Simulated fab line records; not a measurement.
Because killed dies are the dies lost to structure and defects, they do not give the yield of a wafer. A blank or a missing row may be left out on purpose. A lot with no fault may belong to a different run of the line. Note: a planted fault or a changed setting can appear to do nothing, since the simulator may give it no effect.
The same fault as seen by 3 desks    flow n5-finfet    numbers are kept per desk, each desk with only its own; the story behind them comes last

== THE TOOL OWNER'S DESK: litho-track-01 ==
The tool's own readings at N5_BEOL_M2_COAT_76 (time 60 s, resist thk 5 nm): means of the sampled wafers that have a number, for each lot that ran on this tool. The brackets show how far a lot's mean lies from the usual mean; more than 4 standard deviations puts the lot out of limits, marked OUT.
Columns: A = heater-power-total-W at N5_BEOL_M2_COAT_76, usual 391.8 W; B = plate-temp-C at N5_BEOL_M2_COAT_76, usual 205.00 C; C = spin-speed-rpm at N5_BEOL_M2_COAT_76, usual 1500.0 rpm
lot   first seen here  A                B                 C
L303  day 6 18:31      391.0            204.90            1498.3
L307  day 7 18:28      391.7            205.13            1499.8
L308  day 8 05:14      391.1            204.97            1500.4
L318  day 10 20:34     409.6 (+15) OUT  212.27 (+45) OUT  1500.2
L319  day 11 01:08     411.0 (+16) OUT  212.43 (+46) OUT  1499.4
Finding of this desk: L318, L319 out of limits; the first was L318 at day 10 20:34, on heater-power-total-W at N5_BEOL_M2_COAT_76. Within limits: L303, L307, L308.

== FROM THE METROLOGY DESK ==
What the gauges read for every lot (on any tool): the sampled wafers with a number, averaged. The brackets show how far a lot's mean lies from the usual mean; more than 4 standard deviations puts the lot out of limits, marked OUT. Of its 10 readings 7 are shown: those that lie furthest out on some lot.
Columns: A = DIBL_N at N5_BEOL_M4_RC_MEAS_101, usual 37.2 mV/V; B = DIBL_P at N5_BEOL_M4_RC_MEAS_101, usual 38 mV/V; C = IOFF_N at N5_BEOL_M4_RC_MEAS_101, usual 0.17 nA/um; D = IOFF_P at N5_BEOL_M4_RC_MEAS_101, usual 0.24 nA/um; E = ION_P at N5_BEOL_M4_RC_MEAS_101, usual 461 uA/um; F = SS_P at N5_BEOL_M4_RC_MEAS_101, usual 73.6 mV/dec; G = VT_P at N5_BEOL_M4_RC_MEAS_101, usual -249 mV
lot   first seen here  A     B   C     D     E    F     G
L303  day 8 07:10      36.8  37  0.15  0.20  455  73.6  -253
L305  day 9 11:11      37.7  40  0.19  0.26  463  74.4  -249
L307  day 9 11:36      37.8  38  0.16  0.24  464  73.6  -246
L308  day 9 20:43      38.5  39  0.18  0.25  467  74.2  -249
L318  day 12 09:56     40.4  44  0.25  0.37  474  75.3  -239
L319  day 12 12:50     37.0  38  0.17  0.25  464  73.8  -249
L322  day 12 23:52     35.6  37  0.15  0.22  460  72.5  -250
L321  day 13 02:37     35.8  37  0.14  0.22  458  73.4  -249
L326  day 14 02:14     32.9  34  0.12  0.16  456  72.1  -254
L325  day 14 03:52     38.4  36  0.15  0.23  457  72.6  -249
This desk's verdict: no lot among the 10 shows anything out of limits.

== THE DEFECT DESK ==
Per lot, the means of the sampled wafers with a number show what the inspections along the route counted. The brackets show how far a lot's mean lies from the usual mean; more than 4 standard deviations puts the lot out of limits, marked OUT.
Columns: A = raw-defect-count at N5_BEOL_M1_INSPECT_59, usual 72
lot   first seen here  A
L303  day 6 17:04      72
L305  day 7 10:47      63
L307  day 7 15:56      71
L308  day 8 02:17      62
L318  day 10 18:54     77
L319  day 10 23:09     78
L322  day 11 08:34     64
L321  day 11 10:32     94
L326  day 12 08:20     54
L325  day 12 11:45     79
This desk's verdict: no lot among the 10 shows anything out of limits.

== TAKEN TOGETHER ==
At day 10 20:34, on L318, L319, the tool owner's desk was in a position to raise an alarm.
Metrology desk: nothing out of limits seen.
Nothing out of limits was seen by the defect desk.
The metrology desk holds a record of L318, L319, inside its limits.
The defect desk has L318, L319 on record, within its limits.
On litho-track-01, each named lot ran N5_BEOL_M2_COAT_76.

== WHAT THE SIMULATOR HAD INSERTED ==
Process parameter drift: litho-track-01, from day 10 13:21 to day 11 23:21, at N5_BEOL_M2_COAT_76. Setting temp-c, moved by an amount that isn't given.
Struck lots among those shown: L318, L319.
How many hours passed from the start of the fault until each desk's first out-of-limits reading: the tool owner's desk, 7.
